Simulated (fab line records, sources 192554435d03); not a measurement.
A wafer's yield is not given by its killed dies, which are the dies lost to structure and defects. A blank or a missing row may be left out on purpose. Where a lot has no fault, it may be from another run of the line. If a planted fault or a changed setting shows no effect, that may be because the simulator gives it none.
Matching of chambers -- flow n5Finfet -- rieDiel-01 running N5_BEOL_M12_TRENCH_ETCH_34: 4 sister chambers
The step etches SiOC in C4F8/O2/Ar, target depth 318.95 nm, time 125.5 s. 8 wafers are shown with their chamber, then 8 later ones without.

== WAFERS, EACH WITH ITS CHAMBER ==
wafer,chamber,throttleValvePct (%),oesProductAu (a.u.)
L079.4,1,23.99,0.74
L081.3,0,23.88,0.93
L081.5,2,23.66,0.92
L081.6,3,24.53,0.84
L085.3,2,23.68,0.90
L085.5,0,23.90,0.89
L085.6,3,24.55,0.81
L083.3,1,24.00,0.73

== WAFERS WITHOUT THEIR CHAMBER ==
wafer,throttleValvePct (%),oesProductAu (a.u.)
L083.4,23.88,0.90
L083.5,24.00,0.72
L084.4,24.54,0.82
L084.5,24.00,0.73
L084.6,23.89,0.89
L089.1,23.71,0.88
L089.2,23.92,0.88
L089.4,24.56,0.81

== WHICH CHAMBER EACH ONE RAN IN ==
wafer,from the rows above,in truth
L083.4,0,0
L083.5,1,1
L084.4,3,3
L084.5,1,1
L084.6,0,0
L089.1,2,2
L089.2,0,0
L089.4,3,3
Placed correctly: 8 of 8. Can't be placed from these rows: 0. Number placed wrongly: 0.
How it was worked out, from the rows above alone: a wafer's distance from a chamber is the root of the sum, over the readings, of the square of ((its reading less the chamber's mean) divided by the reading's scatter). If the next closest chamber is less than 2 further off than the closest, the wafer can't be placed; otherwise it belongs to the closest. A chamber's mean is the mean of its shown wafers. The scatter: take each reading less its chamber's mean, square it, sum over the shown wafers, divide by the number of wafers less the number of chambers, and take the root.
